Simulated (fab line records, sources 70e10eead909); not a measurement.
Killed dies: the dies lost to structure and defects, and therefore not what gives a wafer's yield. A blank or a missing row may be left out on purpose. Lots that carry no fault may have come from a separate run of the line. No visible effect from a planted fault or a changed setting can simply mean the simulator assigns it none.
Which tool was responsible? | flow nand harc | 12 lots with 36 wafers sampled at 5 steps, on a route of 1302 steps

## WHAT THE GAUGES READ, wafer by wafer
NHARC_A_SGD_CUT_OVL_MEAS_10. Usual: overlay x nm 0.0 nm, standard deviation 0.86; overlay y nm 0.2 nm, standard deviation 0.54.
lot  | measured     | on         | overlay x nm (nm) | overlay y nm (nm) | flag
L744 | day 19 04:32 | overlay-02 | -1.8 -1.3 -1.6    | 0.0 -0.2 0.1      |
L747 | day 20 02:32 | overlay-01 | 1.2 1.1 0.7       | 0.3 0.4 0.1       |
L749 | day 20 21:22 | overlay-02 | 0.6 0.5 0.9       | -0.6 -0.5 1.0     |
L750 | day 20 22:36 | overlay-01 | 0.2 0.0 -0.3      | -0.2 0.7 0.4      |
L754 | day 23 08:58 | overlay-01 | -0.2 0.0 -1.0     | 1.1 0.6 0.2       |
L753 | day 23 09:13 | overlay-02 | 0.1 0.7 0.3       | 0.0 -0.2 0.6      |
L756 | day 24 05:46 | overlay-01 | 0.0 -0.3 0.2      | -0.4 -0.3 -0.4    |
L762 | day 26 16:20 | overlay-02 | 0.9 1.1 1.1       | 0.7 0.3 0.2       |
L763 | day 26 16:51 | overlay-01 | 1.2 1.5 0.7       | 0.2 0.4 -0.2      |
L765 | day 28 10:08 | overlay-02 | 0.8 0.8 0.8       | 0.1 0.0 0.2       |
L767 | day 28 20:08 | overlay-01 | -0.3 -0.1 0.0     | 0.3 0.9 0.2       |
L766 | day 28 20:25 | overlay-02 | -0.8 -0.8 -0.4    | -1.0 -1.0 -1.1    |

NHARC_END_SORT_01. Usual: killed at array 51, standard deviation 18; killed at other 1.0, standard deviation 1.2; killed at periphery 3.7, standard deviation 2.9; killed dies 55, standard deviation 19; killed open 3.5, standard deviation 1.9; killed short 2.6, standard deviation 1.6.
lot  | measured     | on        | killed at array | killed at other | killed at periphery | killed dies | killed open | killed short | flag
L763 | day 31 20:42 | prober-02 | 289 66 33       | 3 4 3           | 5 0 1               | 297 70 37   | 6 1 3       | 7 3 4        | OFF

## WHICH TOOL RAN EACH LOT (tool, then ch and the chambers of the sampled wafers, then the start)
lot  | NHARC_A_STAIRCASE_ETCHBACK_422     | NHARC_A_SGD_CUT_DESCUM_14          | NHARC_A_SGD_CUT_ETCH_16
L744 | rie diel-09 ch 0,1, day 19 02:28   | rie diel-07 ch 2,3, day 19 04:38   | rie diel-07 ch 0,1,3, day 19 05:14
L747 | rie diel-06 ch 1,2, day 20 00:20   | rie diel-08 ch 2,3, day 20 02:38   | rie diel-08 ch 0,1, day 20 03:13
L749 | rie diel-13 ch 1,2,3, day 20 19:11 | rie diel-08 ch 0,1, day 20 21:28   | rie diel-08 ch 0,2,3, day 20 22:04
L750 | rie diel-13 ch 0,1, day 20 20:29   | rie diel-04 ch 1,2, day 20 22:42   | rie diel-04 ch 0,1,3, day 20 23:17
L754 | rie diel-09 ch 0,1,2, day 23 06:57 | rie diel-08 ch 1,2, day 23 09:04   | rie diel-08 ch 1,2,3, day 23 09:46
L753 | rie diel-06 ch 0,1,2, day 23 07:07 | rie diel-07 ch 2,3, day 23 09:19   | rie diel-07 ch 0,2,3, day 23 09:55
L756 | rie diel-06 ch 1,2,3, day 24 03:38 | rie diel-08 ch 0,2, day 24 05:52   | rie diel-08 ch 0,1, day 24 06:32
L762 | rie diel-13 ch 0,2,3, day 26 14:08 | rie diel-08 ch 0,3, day 26 16:27   | rie diel-08 ch 0,2,3, day 26 17:07
L763 | rie diel-09 ch 0,2, day 26 14:43   | rie diel-08 ch 0,3, day 26 16:58   | rie diel-08 ch 2,3, day 26 17:45
L765 | rie diel-06 ch 0,3, day 28 07:59   | rie diel-07 ch 0,1,3, day 28 10:14 | rie diel-07 ch 1,2, day 28 10:48
L767 | rie diel-13 ch 0,2,3, day 28 17:51 | rie diel-07 ch 2,3, day 28 20:14   | rie diel-07 ch 0,1,2, day 28 20:48
L766 | rie diel-13 ch 0,1,2, day 28 18:13 | rie diel-04 ch 1,3, day 28 20:32   | rie diel-04 ch 0,1, day 28 21:13
- NHARC_A_STAIRCASE_ETCHBACK_422: etches the open film in CH3F/O2, target depth 40 nm, time 74.286 s.
- NHARC_A_SGD_CUT_DESCUM_14: chemistry O2, time 3 s.
- NHARC_A_SGD_CUT_ETCH_16: etches the open film in C4F8/O2/Ar, target depth 310.5 nm, time 155.2 s.

## WHAT THE TOOLS THEMSELVES READ (means of the sampled wafers that have a number; where no wafer has one, the mark that the record gives instead)
NHARC_A_STAIRCASE_ETCHBACK_422. Usual: drypump motor current A 5.7 A, standard deviation 0.5; oes product au 0.95 a.u., standard deviation 0.036; rf fwd power W 495.3 W, standard deviation 1.8; rf vpp V 245.0 V, standard deviation 1.6; showerhead plenum p Torr 2.50 Torr, standard deviation 0.1; throttle valve pct 20.663 %, standard deviation 0.0092.
lot  | tool        | drypump motor current A (A) | oes product au (a.u.) | rf fwd power W (W) | rf vpp V (V) | showerhead plenum p Torr (Torr) | throttle valve pct (%) | flag
L744 | rie diel-09 | 5.5                         | 0.94                  | 494.4              | 246.2        | 2.58                            | 20.655                 |
L747 | rie diel-06 | 5.5                         | 0.92                  | 494.5              | 245.9        | 2.58                            | 20.666                 |
L749 | rie diel-13 | 5.6                         | 0.99                  | 495.5              | 244.5        | 2.45                            | 20.658                 |
L750 | rie diel-13 | 5.3                         | 0.92                  | 495.3              | 245.3        | 2.53                            | 20.669                 |
L754 | rie diel-09 | 5.6                         | 1.01                  | 495.8              | 244.8        | 2.50                            | 20.664                 |
L753 | rie diel-06 | 5.6                         | 1.02                  | 495.6              | 244.5        | 2.52                            | 20.662                 |
L756 | rie diel-06 | 5.9                         | 1.00                  | 494.8              | 244.9        | 2.50                            | 20.658                 |
L762 | rie diel-13 | 5.5                         | 0.92                  | 496.9              | 244.8        | 2.47                            | 20.656                 |
L763 | rie diel-09 | 5.8                         | 0.93                  | 493.6              | 243.5        | 2.42                            | 20.663                 |
L765 | rie diel-06 | 6.0                         | 0.93                  | 494.1              | 243.8        | 2.42                            | 20.671                 |
L767 | rie diel-13 | 5.5                         | 0.93                  | 497.4              | 244.7        | 2.46                            | 20.654                 |
L766 | rie diel-13 | 5.2                         | 0.99                  | 495.0              | 245.0        | 2.51                            | 20.662                 |

NHARC_A_SGD_CUT_DESCUM_14. Usual: drypump motor current A 5.8 A, standard deviation 0.49; oes product au 1.001 a.u., standard deviation 0.011; rf vpp V 57.7 V, standard deviation 0.98; showerhead plenum p Torr 1.90 Torr, standard deviation 0.084; throttle valve pct 11.311 %, standard deviation 0.0077.
lot  | tool        | drypump motor current A (A) | oes product au (a.u.) | rf vpp V (V) | showerhead plenum p Torr (Torr) | throttle valve pct (%) | flag
L744 | rie diel-07 | 6.2                         | 0.990                 | 57.2         | 1.86                            | 11.310                 |
L747 | rie diel-08 | 5.5                         | 1.008                 | 56.7         | 1.96                            | 11.306                 |
L749 | rie diel-08 | 5.4                         | 0.992                 | 56.3         | 1.86                            | 11.307                 |
L750 | rie diel-04 | 5.6                         | 0.994                 | 58.3         | 1.97                            | 11.306                 |
L754 | rie diel-08 | 6.1                         | 0.999                 | 57.3         | 1.92                            | 11.316                 |
L753 | rie diel-07 | 6.2                         | 1.000                 | 57.7         | 1.86                            | 11.309                 |
L756 | rie diel-08 | 5.9                         | 1.003                 | 57.8         | 1.96                            | 11.311                 |
L762 | rie diel-08 | 5.0                         | 1.001                 | 58.5         | 1.91                            | 11.311                 |
L763 | rie diel-08 | 5.0                         | 1.005                 | 57.5         | 1.91                            | 11.313                 |
L765 | rie diel-07 | 5.7                         | 1.012                 | 58.0         | 1.88                            | 11.316                 |
L767 | rie diel-07 | 5.9                         | 1.003                 | 57.0         | 1.82                            | 11.306                 |
L766 | rie diel-04 | 5.9                         | 1.000                 | 57.4         | 1.86                            | 11.317                 |

NHARC_A_SGD_CUT_ETCH_16. Usual: oes product au 0.973 a.u., standard deviation 0.015; rf fwd power W 597.5 W, standard deviation 2; rf vpp V 722 V, standard deviation 4.4.
lot  | tool        | oes product au (a.u.) | rf fwd power W (W) | rf vpp V (V) | flag
L744 | rie diel-07 | 0.976                 | 598.5              | 722          |
L747 | rie diel-08 | 0.963                 | 598.9              | 721          |
L749 | rie diel-08 | 0.962                 | 597.5              | 724          |
L750 | rie diel-04 | 0.981                 | 596.7              | 719          |
L754 | rie diel-08 | 0.983                 | 597.4              | 726          |
L753 | rie diel-07 | 0.970                 | 597.3              | 723          |
L756 | rie diel-08 | 0.966                 | 597.8              | 721          |
L762 | rie diel-08 | 0.986                 | 597.0              | 724          |
L763 | rie diel-08 | 0.988                 | 597.8              | 728          |
L765 | rie diel-07 | 0.978                 | 597.8              | 721          |
L767 | rie diel-07 | 0.986                 | 600.9              | 723          |
L766 | rie diel-04 | 0.967                 | 594.6              | 719          |

## THE ANSWER, worked out from the rows above alone
Rule: a lot counts as off when the mean over its wafers that have a number is more than 3 standard deviations away from the usual mean. A lot without any number at a reading at which 4 lots or more have one is off too. Where the step has rows for the other lots, those lots are counted as sound. First the gauges in route order, then the tools' own readings, where a lot's mean is used as printed above. At the first step where some lot is off, the reading lying furthest off is the one used; lots without a number count as furthest.
Off at NHARC_END_SORT_01 (killed at array): L763. Neither off nor sound, because the step has no rows for them: L744, L747, L749, L750, L754, L753, L756, L762, L765, L767, L766.
A tool fits if, at a process step before that reading, it ran every lot that is off, and no sound lot after the first of them. Those tools and the gauges at NHARC_END_SORT_01 are tried in the same way. Can't be told from this: 3 tools fit, rie diel-09 at NHARC_A_STAIRCASE_ETCHBACK_422, rie diel-08 at NHARC_A_SGD_CUT_DESCUM_14 and NHARC_A_SGD_CUT_ETCH_16, prober-02 at NHARC_END_SORT_01.

## WHAT THE SIMULATOR HAD PUT IN
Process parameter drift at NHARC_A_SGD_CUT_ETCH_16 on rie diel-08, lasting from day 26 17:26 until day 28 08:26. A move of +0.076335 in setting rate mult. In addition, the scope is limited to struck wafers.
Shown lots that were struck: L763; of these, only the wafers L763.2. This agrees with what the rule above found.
